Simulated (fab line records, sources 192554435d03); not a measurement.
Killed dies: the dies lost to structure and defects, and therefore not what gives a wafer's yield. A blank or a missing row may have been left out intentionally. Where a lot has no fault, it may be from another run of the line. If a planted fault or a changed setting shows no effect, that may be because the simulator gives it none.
fab line records :: flow n5Finfet
[record]
  lots = 7
  wafers = 39
route steps=1938 shown BEOL_M15@1819
startH: hours from the record's first day to the start of the lot's first wafer shown :: waitH: hours from the lot's prior step to this one :: " unchanged from the row above :: L1.1+2: a single row standing in for several wafers :: - either no value or no given start :: * or withheld: withheld :: < > ~ a bound
route shown NAME@n: names a module that has steps shown in the file, with the first one's number in the route :: usual: mean and standard deviation over wafers with no fault :: same: alike in all rows :: chamber/n: place in a boat :: sites: each site's reading :: _std_site: standard deviation across them :: _edge_site: inner sites' mean taken away from outer sites' mean :: radiusMm: how far each site lies from the wafer's centre :: mask NAME#n: copy n :: behind: the last tool/chamber to shape the wafer :: hold: reason for holding the lot/hours on hold/outcome of the hold :: device: the n, p or np transistor that did not switch :: end of line: the same wafers' tests at the end of the route :: where a step has no rows: the recipe by itself :: killed: dies lost to structure and defects at the first sort, not the wafer's yield :: map: the dies of a wafer, with x for killed, . for not killed, _ for no die there
set.NAME: the run value of the setting; set.NAME@STEP: its run value at that earlier step :: model.NAME: the simulator's own value behind a step, which no gauge read
lots where settings were altered on purpose, with a table for each step and a row for each wafer
[[steps]]
[step N5_BEOL_M15_SPUTTER_43]
[recipe]
  material = TaN
  targetThkA = 150
  tempC = 50
  biasV = 168.6
  powerW = 15000
  chamberPressurePa = 0.12
  timeS = 24.19
lot.wafer: L075.1+6
tool: pvdSputter-03
chamber: -
startH: 261.41
waitH: 0.0
set.timeS: 24.19
model.TaN_of_BEOL_M15_SPUTTER_43.thkNm: 15.2

lot.wafer: L075.2+4
tool: pvdSputter-03
chamber: -
startH: 261.41
waitH: 0.0
set.timeS: 31.17
model.TaN_of_BEOL_M15_SPUTTER_43.thkNm: 19.6

lot.wafer: L075.3
tool: pvdSputter-03
chamber: -
startH: 261.41
waitH: 0.0
set.timeS: 24.19
model.TaN_of_BEOL_M15_SPUTTER_43.thkNm: 15

lot.wafer: L075.5
tool: pvdSputter-03
chamber: -
startH: 261.41
waitH: 0.0
set.timeS: 31.17
model.TaN_of_BEOL_M15_SPUTTER_43.thkNm: 19.4

lot.wafer: L076.1+3
tool: pvdSputter-02
chamber: -
startH: 281.91
waitH: 0.0
set.timeS: 11.57
model.TaN_of_BEOL_M15_SPUTTER_43.thkNm: 7

lot.wafer: L076.2+4+6
tool: pvdSputter-02
chamber: -
startH: 281.91
waitH: 0.0
set.timeS: 24.19
model.TaN_of_BEOL_M15_SPUTTER_43.thkNm: 14.8

lot.wafer: L076.5
tool: pvdSputter-02
chamber: -
startH: 281.91
waitH: 0.0
set.timeS: 11.57
model.TaN_of_BEOL_M15_SPUTTER_43.thkNm: 7.2

lot.wafer: L078.1
tool: pvdSputter-01
chamber: -
startH: 281.98
waitH: 0.0
set.timeS: 24.19
model.TaN_of_BEOL_M15_SPUTTER_43.thkNm: 15.2

lot.wafer: L078.2+6
tool: pvdSputter-01
chamber: -
startH: 281.98
waitH: 0.0
set.timeS: 37.55
model.TaN_of_BEOL_M15_SPUTTER_43.thkNm: 23.6

lot.wafer: L078.3+4
tool: pvdSputter-01
chamber: -
startH: 281.98
waitH: 0.0
set.timeS: 24.19
model.TaN_of_BEOL_M15_SPUTTER_43.thkNm: 15.4

lot.wafer: L078.5
tool: pvdSputter-01
chamber: -
startH: 281.98
waitH: 0.0
set.timeS: 37.55
model.TaN_of_BEOL_M15_SPUTTER_43.thkNm: 23.4

lot.wafer: L082.1
tool: pvdSputter-01
chamber: -
startH: 302.72
waitH: 0.0
set.timeS: 24.19
model.TaN_of_BEOL_M15_SPUTTER_43.thkNm: 15.2

lot.wafer: L082.2+4
tool: pvdSputter-01
chamber: -
startH: 302.72
waitH: 0.0
set.timeS: 13.05
model.TaN_of_BEOL_M15_SPUTTER_43.thkNm: 8.2

lot.wafer: L082.3
tool: pvdSputter-01
chamber: -
startH: 302.72
waitH: 0.0
set.timeS: 13.05
model.TaN_of_BEOL_M15_SPUTTER_43.thkNm: 8

lot.wafer: L082.5+6
tool: pvdSputter-01
chamber: -
startH: 302.72
waitH: 0.0
set.timeS: 24.19
model.TaN_of_BEOL_M15_SPUTTER_43.thkNm: 15

lot.wafer: L089.1+3
tool: pvdSputter-03
chamber: -
startH: 367.40
waitH: 0.0
set.timeS: 36.8
model.TaN_of_BEOL_M15_SPUTTER_43.thkNm: 23

lot.wafer: L089.2+4+6
tool: pvdSputter-03
chamber: -
startH: 367.40
waitH: 0.0
set.timeS: 24.19
model.TaN_of_BEOL_M15_SPUTTER_43.thkNm: 15.2

lot.wafer: L089.5
tool: pvdSputter-03
chamber: -
startH: 367.40
waitH: 0.0
set.timeS: 36.8
model.TaN_of_BEOL_M15_SPUTTER_43.thkNm: 22.8

lot.wafer: L092.1+3
tool: pvdSputter-03
chamber: -
startH: 375.32
waitH: 0.0
set.timeS: 24.19
model.TaN_of_BEOL_M15_SPUTTER_43.thkNm: 14.8

lot.wafer: L092.5
tool: pvdSputter-03
chamber: -
startH: 375.32
waitH: 0.0
set.timeS: 24.19
model.TaN_of_BEOL_M15_SPUTTER_43.thkNm: 14.6

lot.wafer: L093.1+5
tool: pvdSputter-03
chamber: -
startH: 378.92
waitH: 0.0
set.timeS: 35.24
model.TaN_of_BEOL_M15_SPUTTER_43.thkNm: 21.8

lot.wafer: L093.2+3
tool: pvdSputter-03
chamber: -
startH: 378.92
waitH: 0.0
set.timeS: 24.19
model.TaN_of_BEOL_M15_SPUTTER_43.thkNm: 15.2

lot.wafer: L093.4
tool: pvdSputter-03
chamber: -
startH: 378.92
waitH: 0.0
set.timeS: 24.19
model.TaN_of_BEOL_M15_SPUTTER_43.thkNm: 15

lot.wafer: L093.6
tool: pvdSputter-03
chamber: -
startH: 378.92
waitH: 0.0
set.timeS: 35.24
model.TaN_of_BEOL_M15_SPUTTER_43.thkNm: 22
[step N5_BEOL_M15_SPUTTER_44]
[recipe]
  material = Ta
  targetThkA = 150
  tempC = 50
  biasV = 80
  powerW = 15000
  chamberPressurePa = 0.07
  timeS = 24.19
[step N5_BEOL_M15_SPUTTER_45]
[recipe]
  material = Cu
  targetThkA = 1000
  tempC = -20
  biasV = 60
  powerW = 26000
  chamberPressurePa = 0.13
  timeS = 16.67
[step N5_BEOL_M15_ECD_47]
[recipe]
  material = Cu
  targetThkA = 18600
[step N5_BEOL_M15_ANNEAL_48]
[recipe]
  tempC = 225
  timeS = 90
  ambient = N2
[step N5_BEOL_M15_CMP_49]
[recipe]
  stopOn = SiO2
  tOverpolishS = 4.9
  downForcePsi = 2
  platenRpm = 80
  clearingPlatenDownForcePsi = 2
  clearingPlatenRpm = 80
  postCmpClean = cuAlkaline
  targetThkNm = 850
  clearingPlatenPadVelocityMS = 1.5917
  padVelocityMS = 1.5917
[usual]
  barrierFieldEndpointS = 11.36/0.3
lot.wafer: L075.3
tool: cmp-03
chamber: 1
startH: 262.50
waitH: 0.3
set.timeS@BEOL_M15_SPUTTER_43: 24.19
barrierFieldEndpointS: 12.03

lot.wafer: L075.1
tool: cmp-03
chamber: 2
startH: 262.50
waitH: 0.3
set.timeS@BEOL_M15_SPUTTER_43: 24.19
barrierFieldEndpointS: 11.58

lot.wafer: L075.4
tool: cmp-03
chamber: 3
startH: 262.50
waitH: 0.3
set.timeS@BEOL_M15_SPUTTER_43: 31.17
barrierFieldEndpointS: 12.86

lot.wafer: L075.2
tool: cmp-03
chamber: 0
startH: 262.50
waitH: 0.3
set.timeS@BEOL_M15_SPUTTER_43: 31.17
barrierFieldEndpointS: 12.77

lot.wafer: L075.5
tool: cmp-03
chamber: 1
startH: 262.50
waitH: 0.3
set.timeS@BEOL_M15_SPUTTER_43: 31.17
barrierFieldEndpointS: 13.24

lot.wafer: L075.6
tool: cmp-03
chamber: 2
startH: 262.50
waitH: 0.3
set.timeS@BEOL_M15_SPUTTER_43: 24.19
barrierFieldEndpointS: 11.64

lot.wafer: L076.2
tool: cmp-04
chamber: 2
startH: 282.80
waitH: 0.2
set.timeS@BEOL_M15_SPUTTER_43: 24.19
barrierFieldEndpointS: 11.08

lot.wafer: L076.4
tool: cmp-04
chamber: 3
startH: 282.80
waitH: 0.2
set.timeS@BEOL_M15_SPUTTER_43: 24.19
barrierFieldEndpointS: 11.42

lot.wafer: L076.3
tool: cmp-04
chamber: 0
startH: 282.80
waitH: 0.2
set.timeS@BEOL_M15_SPUTTER_43: 11.57
barrierFieldEndpointS: 8.04

lot.wafer: L076.1
tool: cmp-04
chamber: 1
startH: 282.80
waitH: 0.2
set.timeS@BEOL_M15_SPUTTER_43: 11.57
barrierFieldEndpointS: 8.10

lot.wafer: L076.5
tool: cmp-04
chamber: 2
startH: 282.80
waitH: 0.2
set.timeS@BEOL_M15_SPUTTER_43: 11.57
barrierFieldEndpointS: 8.22

lot.wafer: L076.6
tool: cmp-04
chamber: 3
startH: 282.80
waitH: 0.2
set.timeS@BEOL_M15_SPUTTER_43: 24.19
barrierFieldEndpointS: 11.12

lot.wafer: L078.1
tool: cmp-02
chamber: 2
startH: 282.89
waitH: 0.3
set.timeS@BEOL_M15_SPUTTER_43: 24.19
barrierFieldEndpointS: 11.69

lot.wafer: L078.4
tool: cmp-02
chamber: 3
startH: 282.89
waitH: 0.3
set.timeS@BEOL_M15_SPUTTER_43: 24.19
barrierFieldEndpointS: 11.25

lot.wafer: L078.2
tool: cmp-02
chamber: 0
startH: 282.89
waitH: 0.3
set.timeS@BEOL_M15_SPUTTER_43: 37.55
barrierFieldEndpointS: 14.79

lot.wafer: L078.3
tool: cmp-02
chamber: 1
startH: 282.89
waitH: 0.3
set.timeS@BEOL_M15_SPUTTER_43: 24.19
barrierFieldEndpointS: 11.25

lot.wafer: L078.5
tool: cmp-02
chamber: 2
startH: 282.89
waitH: 0.3
set.timeS@BEOL_M15_SPUTTER_43: 37.55
barrierFieldEndpointS: 14.37

lot.wafer: L078.6
tool: cmp-02
chamber: 3
startH: 282.89
waitH: 0.3
set.timeS@BEOL_M15_SPUTTER_43: 37.55
barrierFieldEndpointS: 14.43

lot.wafer: L082.2
tool: cmp-04
chamber: 2
startH: 303.54
waitH: 0.2
set.timeS@BEOL_M15_SPUTTER_43: 13.05
barrierFieldEndpointS: 9.10

lot.wafer: L082.1
tool: cmp-04
chamber: 3
startH: 303.54
waitH: 0.2
set.timeS@BEOL_M15_SPUTTER_43: 24.19
barrierFieldEndpointS: 11.85

lot.wafer: L082.3
tool: cmp-04
chamber: 0
startH: 303.54
waitH: 0.2
set.timeS@BEOL_M15_SPUTTER_43: 13.05
barrierFieldEndpointS: 8.79

lot.wafer: L082.4
tool: cmp-04
chamber: 1
startH: 303.54
waitH: 0.2
set.timeS@BEOL_M15_SPUTTER_43: 13.05
barrierFieldEndpointS: 8.85

lot.wafer: L082.5
tool: cmp-04
chamber: 2
startH: 303.54
waitH: 0.2
set.timeS@BEOL_M15_SPUTTER_43: 24.19
barrierFieldEndpointS: 11.48

lot.wafer: L082.6
tool: cmp-04
chamber: 3
startH: 303.54
waitH: 0.2
set.timeS@BEOL_M15_SPUTTER_43: 24.19
barrierFieldEndpointS: 11.85

lot.wafer: L089.2
tool: cmp-02
chamber: 0
startH: 368.22
waitH: 0.2
set.timeS@BEOL_M15_SPUTTER_43: 24.19
barrierFieldEndpointS: 11.68

lot.wafer: L089.1
tool: cmp-02
chamber: 1
startH: 368.22
waitH: 0.2
set.timeS@BEOL_M15_SPUTTER_43: 36.8
barrierFieldEndpointS: 14.12

lot.wafer: L089.3
tool: cmp-02
chamber: 2
startH: 368.22
waitH: 0.2
set.timeS@BEOL_M15_SPUTTER_43: 36.8
barrierFieldEndpointS: 14.84

lot.wafer: L089.4
tool: cmp-02
chamber: 3
startH: 368.22
waitH: 0.2
set.timeS@BEOL_M15_SPUTTER_43: 24.19
barrierFieldEndpointS: 11.09

lot.wafer: L089.6
tool: cmp-02
chamber: 0
startH: 368.22
waitH: 0.2
set.timeS@BEOL_M15_SPUTTER_43: 24.19
barrierFieldEndpointS: 11.48

lot.wafer: L089.5
tool: cmp-02
chamber: 1
startH: 368.22
waitH: 0.2
set.timeS@BEOL_M15_SPUTTER_43: 36.8
barrierFieldEndpointS: 14.05

lot.wafer: L092.3
tool: cmp-04
chamber: 3
startH: 376.53
waitH: 0.2
set.timeS@BEOL_M15_SPUTTER_43: 24.19
barrierFieldEndpointS: 11.37

lot.wafer: L092.1
tool: cmp-04
chamber: 0
startH: 376.53
waitH: 0.2
set.timeS@BEOL_M15_SPUTTER_43: 24.19
barrierFieldEndpointS: 11.35

lot.wafer: L092.5
tool: cmp-04
chamber: 2
startH: 376.53
waitH: 0.2
set.timeS@BEOL_M15_SPUTTER_43: 24.19
barrierFieldEndpointS: 11.43

lot.wafer: L093.1
tool: cmp-03
chamber: 0
startH: 379.81
waitH: 0.3
set.timeS@BEOL_M15_SPUTTER_43: 35.24
barrierFieldEndpointS: 13.51

lot.wafer: L093.2
tool: cmp-03
chamber: 1
startH: 379.81
waitH: 0.3
set.timeS@BEOL_M15_SPUTTER_43: 24.19
barrierFieldEndpointS: 11.35

lot.wafer: L093.3
tool: cmp-03
chamber: 2
startH: 379.81
waitH: 0.3
set.timeS@BEOL_M15_SPUTTER_43: 24.19
barrierFieldEndpointS: 11.16

lot.wafer: L093.4
tool: cmp-03
chamber: 3
startH: 379.81
waitH: 0.3
set.timeS@BEOL_M15_SPUTTER_43: 24.19
barrierFieldEndpointS: 11.41

lot.wafer: L093.5
tool: cmp-03
chamber: 0
startH: 379.81
waitH: 0.3
set.timeS@BEOL_M15_SPUTTER_43: 35.24
barrierFieldEndpointS: 13.10

lot.wafer: L093.6
tool: cmp-03
chamber: 1
startH: 379.81
waitH: 0.3
set.timeS@BEOL_M15_SPUTTER_43: 35.24
barrierFieldEndpointS: 13.89
[[key]]
[split]
  step = N5_BEOL_M15_SPUTTER_43
  setting = timeS
  stated = 24.19
  by = wafer
[response]
  step = N5_BEOL_M15_SPUTTER_43
  reading = model.TaN_of_BEOL_M15_SPUTTER_43.thkNm
  change = +0.149
  per = 1%
  r = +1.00
[response]
  step = N5_BEOL_M15_CMP_49
  reading = barrierFieldEndpointS
  change = +0.0555
  per = 1%
  r = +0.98
